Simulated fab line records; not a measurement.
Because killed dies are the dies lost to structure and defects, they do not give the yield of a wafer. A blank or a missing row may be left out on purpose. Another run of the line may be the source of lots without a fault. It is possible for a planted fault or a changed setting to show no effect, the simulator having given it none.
Split-lot experiment -- flow n5-finfet -- route with 1938 steps; 7 lots, 21 wafers read

THE SPLIT
At N5_BEOL_M13_SPUTTER_44 (material Ta, target thk 10 nm, time 16.13 s), the setting power-w was moved away from the recipe's 15000 W on 4 of the 21 wafers read, by -10.9% to +11.2%. The other wafers ran this setting at the recipe's value.

Reading taken at the split's own step.

THE READING
Ta_of_BEOL_M13_SPUTTER_44.thk-nm (the simulator's own value, which no gauge read), in nm, at N5_BEOL_M13_SPUTTER_44 (material Ta, target thk 10 nm, time 16.13 s). No usual value for it is given in the file. Average 10.0 nm, standard deviation 0.069 nm, over the 17 wafers here run with the recipe.

wafer,"tool, chamber at the split","power-w as run, W",against the recipe,"Ta_of_BEOL_M13_SPUTTER_44.thk-nm, nm",against lot-mates on the recipe
L079.2,"pvd-sputter-02, -",15950,+6.3%,10.8,+0.8
L079.3,"pvd-sputter-02, -",15000,recipe,10,-
L079.5,"pvd-sputter-02, -",15000,recipe,10,-
L077.1,"pvd-sputter-02, -",13360,-10.9%,8.8,-1.1
L077.3,"pvd-sputter-02, -",15000,recipe,10,-
L077.5,"pvd-sputter-02, -",15000,recipe,9.8,-
L078.1,"pvd-sputter-01, -",15000,recipe,10,-
L078.2,"pvd-sputter-01, -",15000,recipe,10,-
L078.6,"pvd-sputter-01, -",15000,recipe,10.2,-
L080.1,"pvd-sputter-01, -",15000,recipe,10,-
L080.6,"pvd-sputter-01, -",15000,recipe,10,-
L080.2,"pvd-sputter-01, -",14270,-4.9%,9.6,-0.4
L084.2,"pvd-sputter-03, -",15000,recipe,10,-
L084.5,"pvd-sputter-03, -",15000,recipe,10,-
L084.6,"pvd-sputter-03, -",15000,recipe,10,-
L083.3,"pvd-sputter-01, -",15000,recipe,10,-
L083.4,"pvd-sputter-01, -",15000,recipe,10,-
L083.6,"pvd-sputter-01, -",15000,recipe,10,-
L090.1,"pvd-sputter-01, -",15000,recipe,10,-
L090.5,"pvd-sputter-01, -",15000,recipe,10,-
L090.6,"pvd-sputter-01, -",16680,+11.2%,11.2,+1.2

FIT RESULTS
A straight line over all 21 wafers: Ta_of_BEOL_M13_SPUTTER_44.thk-nm changes by +0.109 nm for each +1% of power-w; r = +0.99; the points scatter about the line by 0.075 nm.
The same after taking each lot's own level away (the mean of its wafers on the recipe; 21 wafers): +0.105 nm for each +1%; r = +0.99; scatter 0.063 nm.
According to that fit, moving power-w by its largest amount changes the reading by 1.2 nm.
Measured against the standard deviation above, the lots' own levels, which go from 9.90 to 10.07 nm, span 2.4 times it.
The two slopes agree, so the slope changes little with the lot-to-lot level.
Check: for one of the wafers moved furthest among these (+11.2%), held out of the fit, the line's prediction against its lot-mates is +1.19 nm. It came out at +1.2 nm against them.

FURTHER SPLITS ON THESE WAFERS
Other splits were also applied to these wafers ahead of the reading. Each is held against what the fit with the lots' levels taken away leaves over:
other split on the same wafers,wafers away from the commonest value,r with Ta_of_BEOL_M13_SPUTTER_44.thk-nm (lot level and that fit taken away)
N5_BEOL_M11_ETCH_66 time-s,5,-0.33
N5_BEOL_M11_TRENCH_ETCH_37 source-w,10,+0.00
N5_BEOL_M12_ETCH_68 time-s,6,+0.01
N5_BEOL_M12_TRENCH_ETCH_34 time-s,5,-0.34
N5_BEOL_M13_EXPOSE_07 dose-mj,7,+0.00
N5_BEOL_M13_ETCH_59 time-s,7,+0.36

THE FILE'S OWN FIT
Ta_of_BEOL_M13_SPUTTER_44.thk-nm changes by +0.105 nm for each +1% of power-w, r = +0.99.
